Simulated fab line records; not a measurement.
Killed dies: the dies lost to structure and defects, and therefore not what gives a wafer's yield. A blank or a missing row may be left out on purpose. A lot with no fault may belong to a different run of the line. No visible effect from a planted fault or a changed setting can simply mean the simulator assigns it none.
A struck lot beside a sound one    flow n5Finfet    37 steps out of a route of 1938
Sound: the wafers L360.3, L360.4, L360.5. Struck: wafer L370.3 (left out: L370.1, L370.4 of the same lot, which were not struck); the cause appears at the end.
At each step with rows: each side's tool, then ch and its chambers, then its first start. Under that, the readings that differ: sound wafers    struck wafers    difference of the means    sigmas: that difference in standard deviations of wafers without a fault.
alike: words and numbers the same on both sides, and readings whose means are apart by under 2 such deviations; not compared: readings that were withheld, readings missing a value for some wafer, numbers with overlapping values and no deviation given by the record, and bounds like >300 which may hide the same value.
Wherever a step has rows on one side only, a row that says differs or no value, or a row with sigmas, the two part there. Non-overlapping numbers with no deviation appear without sigmas and do not part them. A reading missing from all wafers of one side parts the sides only when that side holds two or more wafers.

first, 9 steps without rows for these wafers: N5_SDB_CMP_30 (polishes, stops on poly-Si, t overpolish 1.54 s, target thk 30 nm); N5_DUMMY_REMOVAL_HM_STRIP_01 (strips SiNx in CH3F/O2, stops on poly-Si, target depth 4 nm, time 6.8 s); N5_DUMMY_REMOVAL_STRIP_10 (strips in N2/H2, time 40 s); N5_DUMMY_REMOVAL_PRECLEAN_07 (cleans in dHF, time 30 s); N5_DUMMY_REMOVAL_DUMMY_REMOVE_02 (chemistry TMAH, target poly-Si, stops on SiO2, target depth 142 nm, time 57 s, rinse time 30 s); N5_DUMMY_REMOVAL_PRECLEAN_08 (cleans in NF3:NH3, afs cycles 2, time 20 s, sublimation time 60 s); N5_DUMMY_REMOVAL_PRECLEAN_04 (cleans in DHF, time 37 s); N5_DUMMY_REMOVAL_SRD_05 (time 30 s); N5_HKMG_FIN_IL_REGROW_00 (material SiO2, chemistry O3, target thk 0.75 nm, time 30 s).
N5_HKMG_FIN_HK_ALD_01: deposits HfO2, target thk 1.6 nm, pulse time 3 s, purge time 3 s.
  sound on aldHk-03 ch 0,2, day 4 23:14; struck on aldHk-03 ch 0, day 7 05:25
reading                                      sound        struck  difference  sigmas
aldCycles                                    30 30 30     53      +23         
model.HfO2_of_HKMG_FIN_HK_ALD_01.thkNm (nm)  1.6 1.6 1.6  2.8     +1.2        
  alike: precursorPulseHeightRel
then, 26 steps without rows for these wafers: N5_HKMG_FIN_HK_ANNEAL_02 (time 30 s); N5_HKMG_FIN_ALD_74 (deposits La2O3, target thk 0.5 nm, pulse time 6 s, co reactant pulse time 1 s); N5_HKMG_FIN_ALD_75 (deposits Al2O3, target thk 1 nm, co reactant pulse time 1 s); N5_HKMG_FIN_COAT_41 (time 60 s, resist thk 300 nm); N5_HKMG_FIN_COAT_42 (time 60 s, resist thk 35 nm); N5_HKMG_FIN_COAT_43 (resist thk 90 nm); N5_HKMG_FIN_EBR_45; N5_HKMG_FIN_SOFTBAKE_44 (time 60 s); N5_HKMG_FIN_EXPOSE_46 (exposes mask NDIPOLE); N5_HKMG_FIN_PEB_47 (peb time 60 s); N5_HKMG_FIN_DEVELOP_48 (develop time 30 s); N5_HKMG_FIN_DESCUM_53 (chemistry O2, time 7.9 s); N5_HKMG_FIN_ETCH_54 (etches SiARC in CF4, target depth 45.5 nm, time 75.8 s); N5_HKMG_FIN_ETCH_55 (etches SOC in N2/H2, target depth 240 nm, time 300 s); N5_HKMG_FIN_STRIP_56 (strips in N2/H2); N5_HKMG_FIN_STRIP_57 (strips in CF4); N5_HKMG_FIN_ETCH_58 (etches SOC in N2/H2, target depth 215.8 nm, time 741 s); N5_HKMG_FIN_STRIP_93 (strips SOC in N2/H2, time 20 s); N5_HKMG_FIN_WET_ETCH_76 (etches Al2O3 in dNH4OH, stops on La2O3, target depth 2.25 nm, rinse time 30 s); N5_HKMG_FIN_STRIP_60 (strips in N2/H2, time 360 s); N5_HKMG_FIN_WET_ETCH_77 (etches La2O3 in dHCl, stops on HfO2, target depth 2 nm); N5_HKMG_FIN_WET_ETCH_78 (etches Al2O3 in dNH4OH, stops on La2O3, target depth 4.5 nm, rinse time 30 s); N5_HKMG_FIN_ALD_79 (deposits TiN, target thk 1.5 nm, pulse time 1 s, purge time 3 s); N5_HKMG_FIN_CVD_62 (deposits a-Si from Si2H6, target thk 3 nm, time 20.8 s); N5_HKMG_FIN_RTA_80 (time 2 s); N5_HKMG_FIN_PRECLEAN_64 (cleans in dHF, time 30 s).
N5_HKMG_FIN_THK_MEAS_70: measures by xrf.
  sound: filmMetro-02 at day 5 02:36; struck: filmMetro-02 at day 7 09:13
reading      sound              struck  difference  sigmas
HK_THK (nm)  1.554 1.607 1.577  2.846   +1.267      +58

WHERE THEY PART
N5_HKMG_FIN_THK_MEAS_70 only, going by this record.

WHY: what had been put in by the simulator
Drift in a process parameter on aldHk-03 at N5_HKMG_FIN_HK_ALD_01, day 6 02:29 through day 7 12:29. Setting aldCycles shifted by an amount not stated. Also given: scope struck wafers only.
